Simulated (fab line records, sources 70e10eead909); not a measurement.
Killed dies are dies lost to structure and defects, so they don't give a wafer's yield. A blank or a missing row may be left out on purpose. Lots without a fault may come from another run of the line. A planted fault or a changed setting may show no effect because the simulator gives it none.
fab line records | flow nand_harc
record lots=13 wafers=38 last_day=33
route steps=1302 shown A_ZERO_WELL@401 A_ONON_D1@431 A_CHANNEL_HOLE_D1@462
lots that met no fault: from a run of the same line without faults
start_h: hours from the record's first day to the start of the lot's first wafer shown | wait_h: hours since the lot's step before | " the same as in the row above | L1.1+2: a row that stands for several wafers | - no value, or no start given | * or withheld: withheld | < > ~ a bound
route shown NAME@n: a module of which the file shows steps, and the number in the route of the first | usual: mean/standard deviation of fault-free wafers | same: alike in all rows | chamber/n: place in a boat | sites: the reading at each site | _std_site: their standard deviation | _edge_site: outer sites' mean less inner sites' | radius_mm: how far each site lies from the wafer's centre | mask NAME#n: copy n | behind: the tool/chamber that last shaped the wafer | hold: why the lot was held/for how many hours/how that ended | device: the transistor (n, p or np) that didn't switch | end of line: the same wafers' tests at the end of the route | a step without rows: its recipe alone | killed: dies lost to structure and defects at the first sort, not the wafer's yield | map: a wafer's dies, x killed, . not, _ none there
set.NAME: the setting as run; set.NAME@STEP: as run at that earlier step | model.NAME: the simulator's own value behind a step, which no gauge read
steps of the route over a sample of lots; a table a step, a row a wafer
services: from which hour (start_h, from the record's first day; less than 0 if before it) a tool's chamber was out of use, for how many hours, and why
## steps
# step NHARC_A_ZERO_WELL_CD_MEAS_10
# recipe target_cd_nm=2000 landing_energy_ev=500
# usual cd_nm=2000.0/2.2
# columns lot.wafer tool chamber start_h wait_h cd_nm
L368.2 cd_sem-02 0 142.54 - 1998.9
L368.3 " 0 " " 2000.6
L368.4 " 0 " " 2000.1
L369.1 cd_sem-03 0 151.10 - 1999.8
L369.2 " 0 " " 1999.6
L369.4 " 0 " " 1997.6
L371.1 cd_sem-02 0 167.31 - 2003.7
L371.3 " 0 " " 2003.0
L371.4 " 0 " " 1998.9
L372.1 cd_sem-03 0 187.52 - 2000.9
L372.3 " 0 " " 1999.3
L372.6 " 0 " " 1999.2
L373.3 cd_sem-01 0 188.34 - 1995.1
L373.4 " 0 " " 2001.6
L373.6 " 0 " " 1996.9
L374.2 cd_sem-01 0 196.59 - 2001.5
L374.4 " 0 " " 1998.7
L374.5 " 0 " " 2003.0
L377.2 cd_sem-01 0 229.76 - 2001.3
L377.4 " 0 " " 2001.2
L377.5 " 0 " " 2002.0
L380.1 cd_sem-02 0 256.48 - 2002.1
L380.2 " 0 " " 1997.0
L380.4 " 0 " " 2000.0
L381.1 cd_sem-03 0 284.32 - 1996.9
L381.6 " 0 " " 2000.8
L385.1 cd_sem-01 0 309.25 - 1998.3
L385.3 " 0 " " 2002.8
L385.5 " 0 " " 2001.3
L386.2 cd_sem-02 0 316.17 - 1997.6
L386.4 " 0 " " 2003.7
L386.6 " 0 " " 2001.6
L389.1 cd_sem-02 0 344.41 - 1997.4
L389.3 " 0 " " 1998.6
L389.5 " 0 " " 1992.6
L391.2 cd_sem-01 0 366.20 - 2000.2
L391.3 " 0 " " 2000.1
L391.4 " 0 " " 1997.3
# step NHARC_A_ONON_D1_THK_MEAS_11
# recipe thk_meas_gauge=ellipsometry
# usual thk_nm=1001/8.9
# columns lot.wafer tool chamber start_h wait_h thk_nm
L368.2 film_metro-01 - 166.19 - 992
L368.3 " - " " 993
L368.4 " - " " 992
L369.1 film_metro-02 - 181.57 - 997
L369.2 " - " " 999
L369.4 " - " " 998
L371.1 film_metro-01 - 193.12 - 1004
L371.3 " - " " 1001
L371.4 " - " " 1003
L372.1 film_metro-01 - 211.58 - 1006
L372.3 " - " " 1004
L372.6 " - " " 1005
L373.3 film_metro-01 - 211.59 - 1007
L373.4 " - " " 1005
L373.6 " - " " 1005
L374.2 film_metro-01 - 220.16 - 1006
L374.4 " - " " 1004
L374.5 " - " " 1005
L377.2 film_metro-01 - 253.80 - 1006
L377.4 " - " " 1007
L377.5 " - " " 1006
L380.1 film_metro-01 - 281.77 - 990
L380.2 " - " " 991
L380.4 " - " " 992
L381.1 film_metro-02 - 308.49 - 996
L381.6 " - " " 993
L385.1 film_metro-02 - 334.31 - 1005
L385.3 " - " " 1008
L385.5 " - " " 1007
L386.2 film_metro-02 - 342.12 - 1009
L386.4 " - " " 1012
L386.6 " - " " 1008
L389.1 film_metro-02 - 369.26 - 978
L389.3 " - " " 979
L389.5 " - " " 978
L391.2 film_metro-02 - 391.02 - 988
L391.3 " - " " 989
L391.4 " - " " 991
# step NHARC_A_ONON_D1_DEP_22
# recipe target_thk_a=10000 n2_flow_sccm=2750 n2o_flow_sccm=2000 nh3_flow_sccm=500 sih4_flow_sccm=210 temp_c=400
# columns lot.wafer tool chamber start_h wait_h
L368.2+3+4 pecvd_onon-01 0 176.94 0.1
L369.1+2+4 pecvd_onon-04 0 191.25 0.2
L371.1+3+4 pecvd_onon-02 0 202.12 0.1
L373.3+4+6 pecvd_onon-04 0 220.48 0.2
L372.1+3+6 pecvd_onon-02 0 220.51 0.1
L374.2+4+5 pecvd_onon-01 0 228.96 0.1
L377.2+4+5 pecvd_onon-01 0 266.36 0.1
L380.1+2+4 pecvd_onon-04 0 290.53 0.1
L381.1+6 pecvd_onon-01 0 319.55 0.1
L385.1+3+5 pecvd_onon-02 0 347.66 0.1
L386.2+4+6 pecvd_onon-02 0 351.13 0.1
L389.1+3+5 pecvd_onon-02 0 381.51 0.1
L391.2+3+4 pecvd_onon-02 0 396.93 0.1
# step NHARC_A_ONON_D1_THK_MEAS_24
# recipe thk_meas_gauge=ellipsometry
# usual thk_nm=1003/13
# columns lot.wafer tool chamber start_h wait_h thk_nm
L368.2 film_metro-02 - 177.39 - 990
L368.3 " - " " 988
L368.4 " - " " 987
L369.1 film_metro-02 - 191.76 - 1002
L369.2 " - " " 1001
L369.4 " - " " 1002
L371.1 film_metro-02 - 202.63 - 1008
L371.3 " - " " 1010
L371.4 " - " " 1009
L373.3 film_metro-02 - 220.88 - 996
L373.4 " - " " 996
L373.6 " - " " 995
L372.1 film_metro-01 - 221.02 - 1001
L372.3 " - " " 1001
L372.6 " - " " 1001
L374.2 film_metro-01 - 229.41 - 992
L374.4 " - " " 994
L374.5 " - " " 996
L377.2 film_metro-02 - 266.81 - 1002
L377.4 " - " " 1001
L377.5 " - " " 1000
L380.1 film_metro-01 - 291.04 - 1009
L380.2 " - " " 1009
L380.4 " - " " 1007
L381.1 film_metro-02 - 320.06 - 696
L381.6 " - " " 1021
L385.1 film_metro-02 - 348.20 - 1004
L385.3 " - " " 1005
L385.5 " - " " 1003
L386.2 film_metro-02 - 351.59 - 1028
L386.4 " - " " 1026
L386.6 " - " " 1026
L389.1 film_metro-01 - 382.02 - 979
L389.3 " - " " 979
L389.5 " - " " 982
L391.2 film_metro-02 - 397.38 - 991
L391.3 " - " " 992
L391.4 " - " " 991
# step NHARC_A_CHANNEL_HOLE_D1_CD_MEAS_10
# recipe target_cd_nm=100 landing_energy_ev=500
# usual cd_nm=100.0/0.67
# columns lot.wafer tool chamber start_h wait_h cd_nm
L368.2 cd_sem-02 0 182.59 - 99.9
L368.3 " 0 " " 100.4
L368.4 " 0 " " 101.3
L369.1 cd_sem-01 0 196.28 - 100.3
L369.2 " 0 " " 100.2
L369.4 " 0 " " 100.1
L371.1 cd_sem-01 0 209.04 - 100.2
L371.3 " 0 " " 101.1
L371.4 " 0 " " 100.5
L373.3 cd_sem-01 0 225.24 - 98.5
L373.4 " 0 " " 99.4
L373.6 " 0 " " 100.4
L372.1 cd_sem-01 0 225.39 - 100.3
L372.3 " 0 " " 100.7
L372.6 " 0 " " 100.2
L374.2 cd_sem-01 0 233.77 - 99.6
L374.4 " 0 " " 101.0
L374.5 " 0 " " 100.2
L377.2 cd_sem-01 0 271.71 - 99.8
L377.4 " 0 " " 100.1
L377.5 " 0 " " 99.4
L380.1 cd_sem-02 0 295.70 - 100.3
L380.2 " 0 " " 100.6
L380.4 " 0 " " 100.9
L381.6 cd_sem-03 0 326.62 - 99.2
L385.1 cd_sem-01 0 352.64 - 98.5
L385.3 " 0 " " 99.6
L385.5 " 0 " " 99.2
L386.2 cd_sem-02 0 358.52 - 99.4
L386.4 " 0 " " 99.8
L386.6 " 0 " " 99.9
L389.1 cd_sem-01 0 394.03 - 100.3
L389.3 " 0 " " 100.4
L389.5 " 0 " " 100.5
L391.2 cd_sem-02 0 402.19 - 100.6
L391.3 " 0 " " 99.5
L391.4 " 0 " " 99.1
## services
# columns tool chamber start_h hours kind
pecvd_onon-02 - 185.00 13.0 pm
pecvd_onon-01 - 269.00 13.0 pm
pecvd_onon-04 - 311.34 13.0 pm
pecvd_onon-02 - 366.00 13.0 pm
## key
first_sign step=NHARC_A_ONON_D1_THK_MEAS_24 reading=thk_nm direction=down sigmas=24 usual=1003 struck=696
effect none on later readings
met_at NHARC_A_ONON_D1_DEP_22
struck_lots L381
struck_wafers L381.1
later_rows_left_out L381.1
sort_left_out L381.1
tester_left_out L381
not_acting_at NHARC_A_ZERO_WELL_CD_MEAS_10,NHARC_A_ONON_D1_THK_MEAS_11,NHARC_A_CHANNEL_HOLE_D1_CD_MEAS_10
onset_between 266.36 319.55
fault kind=process_parameter_drift tool=pecvd_onon-01 chamber=- onset_h=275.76 steps=NHARC_A_ONON_D1_DEP_22 channel=target_thk_a offset=* shape=step end_h=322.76 scope=struck_wafers_only acts_in=* stated=*
# tester_left_out: of these lots the tester's yield and bins aren't shown, on N5 and GAA mostly nor the transistor test; their killed dies are dies lost to structure and defects alone, not to doping, threshold or leakage, so they don't give the yield
# sort_left_out: the simulated sort isn't trusted on such a fault, so these wafers' sort isn't shown, and their yield isn't known
# later_rows_left_out: the simulator's readings of these wafers behind a module that went badly wrong aren't trusted and aren't shown, but for the sort
